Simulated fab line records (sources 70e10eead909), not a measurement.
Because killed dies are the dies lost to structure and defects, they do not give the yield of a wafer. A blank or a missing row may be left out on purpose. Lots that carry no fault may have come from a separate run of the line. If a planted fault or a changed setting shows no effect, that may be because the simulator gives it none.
Which tool is to blame? ; flow nand-harc ; 36 wafers from 12 lots sampled at 5 of the route's 1302 steps

WHAT THE GAUGES SHOWED, per wafer
NHARC_END_SORT_01.
lot;measured;on;killed-at-array;killed-at-other;killed-at-periphery;killed-dies;killed-open;killed-short
L182;day 28 16:03;prober-02;669 675 666;0 1 3;8 1 8;677 677 677;2 1 3;4 1 1
L183;day 28 22:13;prober-02;675 676 673;0 0 2;2 1 2;677 677 677;4 3 7;1 2 3
L184;day 28 15:17;prober-01;667 667 671;2 1 2;8 9 4;677 677 677;4 2 1;3 0 3

WHICH TOOL RAN EACH LOT (tool, then ch and the chambers of the sampled wafers, then the start)
lot;NHARC_A_CHANNEL_HOLE_D2_XSEM_32;NHARC_A_CHANNEL_FILL_D2_ALD_14;NHARC_A_CHANNEL_FILL_D2_ETCHBACK_19;NHARC_A_CHANNEL_FILL_D2_STRIP_28
L172;xsem-01 ch 0, day 12 22:29;ald-hk-02 ch 0,2,3, day 13 05:28;rie-si-03 ch 0,3, day 14 00:55;rie-diel-12 ch 0,1,3, day 14 01:08
L175;xsem-01 ch 0, day 14 09:49;ald-hk-02 ch 0,1,3, day 14 17:15;rie-si-06 ch 0,3, day 15 11:11;rie-diel-12 ch 1,2, day 15 11:25
L176;xsem-01 ch 0, day 15 00:30;ald-hk-01 ch 0,1,3, day 15 07:50;rie-si-03 ch 0,1,2, day 16 00:55;rie-diel-10 ch 0,2,3, day 16 01:08
L182;xsem-01 ch 0, day 17 18:38;ald-hk-01 ch 2,3, day 18 01:59;rie-si-05 ch 1,2,3, day 18 18:31;rie-diel-12 ch 0,1,2, day 18 18:43
L183;xsem-02 ch 0, day 17 18:45;ald-hk-02 ch 0,2,3, day 18 02:03;rie-si-03 ch 0,2, day 18 18:31;rie-diel-04 ch 1,3, day 18 18:43
L184;xsem-02 ch 0, day 18 04:12;ald-hk-02 ch 0,2,3, day 18 11:38;rie-si-03 ch 0,2, day 19 04:37;rie-diel-12 ch 1,3, day 19 04:49
L187;xsem-01 ch 0, day 19 18:55;ald-hk-02 ch 1,3, day 20 02:42;rie-si-05 ch 0,1,3, day 20 19:53;rie-diel-12 ch 0,2, day 20 20:06
L189;xsem-02 ch 0, day 20 00:38;ald-hk-02 ch 0,2, day 20 08:04;rie-si-05 ch 0,2,3, day 21 01:07;rie-diel-10 ch 1,2, day 21 01:19
L188;xsem-01 ch 0, day 20 01:21;ald-hk-03 ch 0,1,3, day 20 08:04;rie-si-06 ch 0,2, day 21 01:07;rie-diel-12 ch 0,2,3, day 21 01:19
L190;xsem-01 ch 0, day 21 02:34;ald-hk-03 ch 0,2,3, day 21 11:17;rie-si-06 ch 1,2, day 22 04:25;rie-diel-12 ch 0,3, day 22 04:37
L191;xsem-02 ch 0, day 21 07:24;ald-hk-03 ch 0,1,2, day 21 14:41;rie-si-06 ch 0,1,3, day 22 08:13;rie-diel-04 ch 0,1,3, day 22 08:26
L195;xsem-01 ch 0, day 23 02:22;ald-hk-02 ch 1,2, day 23 09:40;rie-si-05 ch 2,3, day 24 05:48;rie-diel-12 ch 0,1,2, day 24 06:01
- NHARC_A_CHANNEL_HOLE_D2_XSEM_32
- NHARC_A_CHANNEL_FILL_D2_ALD_14: deposits SiO2, target thk 2.5 nm, pulse time 10 s, ald cycles 25.
- NHARC_A_CHANNEL_FILL_D2_ETCHBACK_19: etches the open film in HBr/Cl2, target depth 5 nm, time 1.7 s.
- NHARC_A_CHANNEL_FILL_D2_STRIP_28: strips in O2, time 20 s.

AS READ BY THE TOOLS THEMSELVES (means over the sampled wafers that have a number; for cases with no such wafer, the mark the record gives instead)
NHARC_A_CHANNEL_HOLE_D2_XSEM_32.
lot;tool;bot-cd-nm (nm);bow-nm (nm);tilt-deg (degrees)
L172;xsem-01;75.5;8.32;0.14
L175;xsem-01;73.8;8.65;0.18
L176;xsem-01;75.8;8.96;0.16
L182;xsem-01;74.5;8.78;0.10
L183;xsem-02;74.5;8.40;0.10
L184;xsem-02;74.6;8.32;0.08
L187;xsem-01;74.1;8.85;0.05
L189;xsem-02;74.5;8.67;0.05
L188;xsem-01;73.7;8.89;0.02
L190;xsem-01;76.0;8.64;0.07
L191;xsem-02;74.6;8.47;0.10
L195;xsem-01;74.7;8.29;0.05

NHARC_A_CHANNEL_FILL_D2_ALD_14.
lot;tool;heater-power-w (W);precursor-pulse-height-rel
L172;ald-hk-02;480;0.986
L175;ald-hk-02;504;0.977
L176;ald-hk-01;479;0.976
L182;ald-hk-01;509;0.989
L183;ald-hk-02;467;0.991
L184;ald-hk-02;471;1.013
L187;ald-hk-02;484;0.982
L189;ald-hk-02;445;1.008
L188;ald-hk-03;468;0.991
L190;ald-hk-03;491;1.010
L191;ald-hk-03;489;1.004
L195;ald-hk-02;465;0.978

NHARC_A_CHANNEL_FILL_D2_ETCHBACK_19.
lot;tool;bias-w (W);drypump-motor-current-A (A);he-backside-leak-sccm (sccm);mfc-cl2-sccm (sccm);oes-product-au (a.u.);throttle-valve-pct (%)
L172;rie-si-03;100.1;6.2;2.96;49.99;0.995;26.412
L175;rie-si-06;99.5;5.3;2.65;50.02;0.985;26.401
L176;rie-si-03;99.6;5.7;2.58;50.03;0.999;26.415
L182;rie-si-05;99.8;5.9;2.51;49.93;1.004;26.412
L183;rie-si-03;99.9;5.6;2.41;50.03;1.022;26.403
L184;rie-si-03;100.0;5.7;2.60;50.03;1.012;26.395
L187;rie-si-05;100.1;5.9;2.72;49.92;0.995;26.413
L189;rie-si-05;99.9;5.8;2.70;50.07;0.996;26.402
L188;rie-si-06;100.0;5.2;2.48;50.15;0.998;26.413
L190;rie-si-06;100.1;5.6;2.49;50.03;1.003;26.410
L191;rie-si-06;99.9;5.5;2.52;50.09;0.999;26.409
L195;rie-si-05;99.9;5.8;2.73;50.02;1.005;26.404

NHARC_A_CHANNEL_FILL_D2_STRIP_28.
lot;tool;chamber-pressure-mTorr (mTorr);drypump-motor-current-A (A);oes-product-au (a.u.);rf-vpp-V (V);showerhead-plenum-p-Torr (Torr);throttle-valve-pct (%)
L172;rie-diel-12;60.03;5.64;0.994;57.6;3.50;17.034
L175;rie-diel-12;59.99;5.68;1.001;57.2;3.37;17.037
L176;rie-diel-10;59.98;5.43;0.993;57.8;3.56;17.045
L182;rie-diel-12;-;-;-;-;-;-
L183;rie-diel-04;-;-;-;-;-;-
L184;rie-diel-12;-;-;-;-;-;-
L187;rie-diel-12;59.94;5.65;1.004;57.0;3.35;17.035
L189;rie-diel-10;60.00;5.18;0.999;57.5;3.62;17.044
L188;rie-diel-12;60.02;5.65;0.991;57.3;3.45;17.034
L190;rie-diel-12;59.96;5.58;1.000;58.0;3.48;17.043
L191;rie-diel-04;59.99;6.06;0.997;56.9;3.49;17.050
L195;rie-diel-12;60.00;5.62;1.005;57.6;3.40;17.037

THE ANSWER, worked out from the rows above alone
Rule: the usual values come from the lots themselves. Put in order of their means at a reading, lots are off if they are a third of the lots or fewer, leave a main group of 4 or more, and stand apart from it by a gap of 3 or more times the standard deviation of the main group's means; of several such gaps the widest counts. Not used: any main group whose means are identical at the precision the tables above print for the reading. A lot without any number at a reading at which 4 lots or more have one is off too. Where the step has rows for the other lots, those lots are counted as sound. After the gauges, taken in route order, come the tools' own readings; for these a lot's mean is taken, as printed above. The first step at which some lot is off is used, and at that step the reading that is off furthest; a lot without a number counts as furthest.
Off, at NHARC_A_CHANNEL_FILL_D2_STRIP_28 on chamber-pressure-mTorr: L182, L183, L184. Without a number there: L182, L183, L184. The main group: mean 59.99 mTorr, standard deviation 0.026.
If a tool, at that step or one of the process steps before it, ran each lot that is off and ran no sound lot following the first of them, it fits. Of those tried, none fits.

WHAT THE SIMULATOR PUT IN
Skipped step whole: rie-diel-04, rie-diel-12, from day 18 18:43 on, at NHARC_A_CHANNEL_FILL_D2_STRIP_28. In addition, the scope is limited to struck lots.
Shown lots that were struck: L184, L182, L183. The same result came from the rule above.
